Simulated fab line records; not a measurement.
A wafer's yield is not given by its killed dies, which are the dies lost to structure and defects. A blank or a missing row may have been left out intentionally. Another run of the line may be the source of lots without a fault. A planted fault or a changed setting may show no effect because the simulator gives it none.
A struck lot beside a sound one / flow n5-finfet / 37 out of 1938 route steps
Sound: wafers L331.1, L331.3, L331.5. Wafers L346.1, L346.2, L346.5 were the ones struck. At the end, the cause is stated.
Per side, at each step with rows, come the tool, then ch with its chambers, and then its first start. Under that, the readings that differ: sound wafers / struck wafers / difference of the means / sigmas: that difference in standard deviations of wafers without a fault.
alike: words and numbers the same on both sides, and readings whose means are apart by under 2 such deviations; not compared: readings that were withheld, readings missing a value for some wafer, numbers with overlapping values and no deviation given by the record, and bounds like >300 which may hide the same value.
The two part at a step that has a row with sigmas, a row that says differs or no value, or rows on one side only. Non-overlapping numbers with no deviation appear without sigmas and do not part them. A reading that every wafer of one side lacks parts them only if that side has two wafers or more.

first, 9 steps without rows for these wafers: N5_SDB_PRECLEAN_39 (cleans in O3/DIW, time 45 s); N5_SDB_SRD_28 (time 30 s); N5_SDB_ALD_29 (deposits SiNx, target thk 30 nm, pulse time 1 s, ald cycles 600); N5_SDB_CMP_30 (polishes, stops on poly-Si, t overpolish 1.54 s, target thk 30 nm); N5_DUMMY_REMOVAL_HM_STRIP_01 (strips SiNx in CH3F/O2, stops on poly-Si, target depth 4 nm, time 6.8 s); N5_DUMMY_REMOVAL_STRIP_10 (strips in N2/H2, time 40 s); N5_DUMMY_REMOVAL_PRECLEAN_07 (cleans in dHF, time 30 s); N5_DUMMY_REMOVAL_DUMMY_REMOVE_02 (chemistry TMAH, target poly-Si, stops on SiO2, target depth 142 nm, time 57 s, rinse time 30 s); N5_DUMMY_REMOVAL_PRECLEAN_08 (cleans in NF3:NH3, afs cycles 2, time 20 s, sublimation time 60 s).
N5_DUMMY_REMOVAL_PRECLEAN_04: cleans in DHF, time 37 s.
  sound on wet-bench-03 ch 2,5,6, day 4 06:01; struck on wet-bench-03 ch 1,3,4, day 8 00:04
then, 26 steps without rows for these wafers: N5_DUMMY_REMOVAL_SRD_05 (time 30 s); N5_HKMG_FIN_IL_REGROW_00 (material SiO2, chemistry O3, target thk 0.75 nm, time 30 s); N5_HKMG_FIN_HK_ALD_01 (deposits HfO2, target thk 1.6 nm, pulse time 3 s, purge time 3 s); N5_HKMG_FIN_HK_ANNEAL_02 (time 30 s); N5_HKMG_FIN_ALD_74 (deposits La2O3, target thk 0.5 nm, pulse time 6 s, co reactant pulse time 1 s); N5_HKMG_FIN_ALD_75 (deposits Al2O3, target thk 1 nm, co reactant pulse time 1 s); N5_HKMG_FIN_COAT_41 (time 60 s, resist thk 300 nm); N5_HKMG_FIN_COAT_42 (time 60 s, resist thk 35 nm); N5_HKMG_FIN_COAT_43 (resist thk 90 nm); N5_HKMG_FIN_EBR_45; N5_HKMG_FIN_SOFTBAKE_44 (time 60 s); N5_HKMG_FIN_EXPOSE_46 (exposes mask NDIPOLE); N5_HKMG_FIN_PEB_47 (peb time 60 s); N5_HKMG_FIN_DEVELOP_48 (develop time 30 s); N5_HKMG_FIN_DESCUM_53 (chemistry O2, time 7.9 s); N5_HKMG_FIN_ETCH_54 (etches SiARC in CF4, target depth 45.5 nm, time 75.8 s); N5_HKMG_FIN_ETCH_55 (etches SOC in N2/H2, target depth 240 nm, time 300 s); N5_HKMG_FIN_STRIP_56 (strips in N2/H2); N5_HKMG_FIN_STRIP_57 (strips in CF4); N5_HKMG_FIN_ETCH_58 (etches SOC in N2/H2, target depth 215.8 nm, time 741 s); N5_HKMG_FIN_STRIP_93 (strips SOC in N2/H2, time 20 s); N5_HKMG_FIN_WET_ETCH_76 (etches Al2O3 in dNH4OH, stops on La2O3, target depth 2.25 nm, rinse time 30 s); N5_HKMG_FIN_STRIP_60 (strips in N2/H2, time 360 s); N5_HKMG_FIN_WET_ETCH_77 (etches La2O3 in dHCl, stops on HfO2, target depth 2 nm); N5_HKMG_FIN_WET_ETCH_78 (etches Al2O3 in dNH4OH, stops on La2O3, target depth 4.5 nm, rinse time 30 s); N5_HKMG_FIN_ALD_79 (deposits TiN, target thk 1.5 nm, pulse time 1 s, purge time 3 s).
-- record jumps: 9 days separate the struck wafers' starts on either side; left off in module HKMG_FIN, taken up again in module PASSIVATION, whose first shown step is the route's number 1936 --
N5_PASSIVATION_PROBE_49:
  rows exist in the record for the struck wafers here (prober-02, day 17 06:11), but not for the sound ones

== WHERE THEY PART ==
N5_PASSIVATION_PROBE_49 only, going by this record.

WHY: whatever the simulator had introduced
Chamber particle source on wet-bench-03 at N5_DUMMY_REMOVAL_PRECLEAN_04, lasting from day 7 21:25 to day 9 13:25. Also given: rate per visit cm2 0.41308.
